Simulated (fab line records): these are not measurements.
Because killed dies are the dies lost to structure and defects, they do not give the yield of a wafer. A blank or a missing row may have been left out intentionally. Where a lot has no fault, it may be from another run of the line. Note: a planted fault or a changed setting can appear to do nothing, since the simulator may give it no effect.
Matching of chambers | flow n5_finfet | 4 sister chambers for N5_HKMG_FIN_DESCUM_53 on rie_diel-06
The step chemistry O2, time 7.9 s. 16 wafers are shown with their chamber, then 8 later ones without.

## WAFERS WITH THEIR CHAMBER
wafer  | chamber | drypump_motor_current_A (A) | showerhead_plenum_p_Torr (Torr) | throttle_valve_pct (%)
L074.2 | 1       | 4.8                         | 2.02                            | 20.29
L074.3 | 0       | 5.2                         | 2.04                            | 20.31
L074.4 | 2       | 5.3                         | 1.98                            | 20.52
L079.1 | 1       | 4.9                         | 2.02                            | 20.29
L079.4 | 3       | 6.7                         | 2.08                            | 20.82
L079.6 | 1       | 4.8                         | 2.02                            | 20.30
L080.2 | 3       | 6.7                         | 2.08                            | 20.85
L080.4 | 0       | 5.2                         | 2.04                            | 20.32
L080.5 | 2       | 5.4                         | 1.98                            | 20.53
L085.1 | 0       | 5.2                         | 2.03                            | 20.35
L085.2 | 2       | 5.3                         | 1.98                            | 20.56
L085.5 | 0       | 5.1                         | 2.03                            | 20.35
L089.2 | 1       | 4.8                         | 2.01                            | 20.33
L089.3 | 2       | 5.4                         | 1.97                            | 20.57
L089.6 | 3       | 6.7                         | 2.07                            | 20.53
L093.1 | 0       | 5.2                         | 2.03                            | 20.39

SIGNATURES (averages over the wafers above)
reading                  | chamber 0 | chamber 1 | chamber 2 | chamber 3 | scatter within a chamber
drypump_motor_current_A  | 5.180     | 4.825     | 5.350     | 6.700     | 0.0461
showerhead_plenum_p_Torr | 2.0340    | 2.0175    | 1.9775    | 2.0767    | 0.0053
throttle_valve_pct       | 20.3440   | 20.3025   | 20.5450   | 20.7333   | 0.0759
Rule: a wafer lies at a distance from a chamber equal to the root of the sum of squares, over the readings, of (its reading less the chamber's mean, divided by the reading's scatter). The wafer belongs to the nearest chamber; if the next one is less than 2 further off, it can't be placed. The scatter: take each reading less its chamber's mean, square it, sum over the shown wafers, divide by the number of wafers less the number of chambers, and take the root.

## WAFERS WITH NO CHAMBER GIVEN
wafer  | drypump_motor_current_A (A) | showerhead_plenum_p_Torr (Torr) | throttle_valve_pct (%)
L093.3 | 4.8                         | 2.01                            | 20.35
L093.5 | 6.7                         | 2.07                            | 20.53
L095.2 | 6.7                         | 2.07                            | 20.52
L095.3 | 5.3                         | 1.97                            | 20.60
L095.5 | 6.7                         | 2.07                            | 20.54
L096.2 | 5.2                         | 2.02                            | 20.37
L096.4 | 6.7                         | 2.07                            | 20.54
L096.6 | 5.4                         | 1.97                            | 20.60

## EACH ONE'S CHAMBER
wafer  | from the rows above | in truth
L093.3 | 1                   | 1
L093.5 | 3                   | 3
L095.2 | 3                   | 3
L095.3 | 2                   | 2
L095.5 | 3                   | 3
L096.2 | 0                   | 0
L096.4 | 3                   | 3
L096.6 | 2                   | 2
Correctly placed: 8 of 8. Number that these rows cannot place: 0. Placed wrongly: 0.
